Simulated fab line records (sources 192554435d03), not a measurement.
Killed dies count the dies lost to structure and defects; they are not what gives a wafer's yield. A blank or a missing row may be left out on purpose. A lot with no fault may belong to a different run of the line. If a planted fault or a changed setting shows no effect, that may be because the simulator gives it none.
Chamber matching | flow n5_finfet | N5_SDB_DESCUM_16 on rie_diel-05 has 4 sister chambers
The step chemistry O2, time 7.9 s. 18 wafers are shown with their chamber, then 9 later ones without.

## EACH WAFER AND ITS CHAMBER
wafer  | chamber | drypump_motor_current_A (A) | showerhead_plenum_p_Torr (Torr) | throttle_valve_pct (%)
L081.2 | 1       | 5.6                         | 2.05                            | 20.40
L081.3 | 3       | 4.6                         | 2.23                            | 20.49
L081.5 | 2       | 5.6                         | 2.23                            | 20.34
L085.2 | 1       | 5.7                         | 2.04                            | 20.40
L085.3 | 2       | 5.6                         | 2.22                            | 20.35
L085.6 | 0       | 6.2                         | 2.05                            | 20.78
L090.1 | 2       | 5.6                         | 2.22                            | 20.37
L090.4 | 2       | 5.6                         | 2.22                            | 20.36
L090.5 | 1       | 5.7                         | 2.04                            | 20.43
L089.2 | 3       | 4.6                         | 2.22                            | 20.51
L089.3 | 2       | 5.6                         | 2.22                            | 20.35
L089.4 | 3       | 4.6                         | 2.22                            | 20.53
L091.3 | 3       | 4.6                         | 2.22                            | 20.52
L091.5 | 2       | 5.6                         | 2.22                            | 20.37
L091.6 | 3       | 4.6                         | 2.22                            | 20.55
L092.3 | 2       | 5.6                         | 2.22                            | 20.38
L092.4 | 3       | 4.6                         | 2.22                            | 20.55
L092.6 | 1       | 5.7                         | 2.04                            | 20.43

SIGNATURES, as means of the wafers listed above
reading                  | chamber 0 | chamber 1 | chamber 2 | chamber 3 | scatter within a chamber
drypump_motor_current_A  | 6.200     | 5.675     | 5.600     | 4.600     | 0.0231
showerhead_plenum_p_Torr | 2.0500    | 2.0425    | 2.2214    | 2.2217    | 0.00418
throttle_valve_pct       | 20.7800   | 20.4150   | 20.3600   | 20.5250   | 0.0186
Rule: a wafer lies at a distance from a chamber equal to the root of the sum of squares, over the readings, of (its reading less the chamber's mean, divided by the reading's scatter). If the next closest chamber is less than 2 further off than the closest, the wafer can't be placed; otherwise it belongs to the closest. The scatter: the root of (the sum of the squares of (reading less its chamber's mean) over the shown wafers, divided by (wafers less chambers)).

## WAFERS WITHOUT THEIR CHAMBER
wafer  | drypump_motor_current_A (A) | showerhead_plenum_p_Torr (Torr) | throttle_valve_pct (%)
L094.1 | 4.7                         | 2.21                            | 20.54
L094.2 | 5.6                         | 2.21                            | 20.40
L094.5 | 5.6                         | 2.22                            | 20.38
L096.2 | 4.6                         | 2.21                            | 20.54
L096.3 | 5.7                         | 2.04                            | 20.44
L096.4 | 6.2                         | 2.05                            | 20.78
L097.2 | 5.6                         | 2.21                            | 20.39
L097.4 | 5.6                         | 2.03                            | 20.44
L097.5 | 5.6                         | 2.21                            | 20.39

## WHICH CHAMBER EACH ONE RAN IN
wafer  | from the rows above | in truth
L094.1 | 3                   | 3
L094.2 | 2                   | 2
L094.5 | 2                   | 2
L096.2 | 3                   | 3
L096.3 | 1                   | 1
L096.4 | 0                   | 0
L097.2 | 2                   | 2
L097.4 | 1                   | 1
L097.5 | 2                   | 2
Correct placement for 9 of the 9. From these rows, 0 cannot be placed. Placed wrongly: 0.
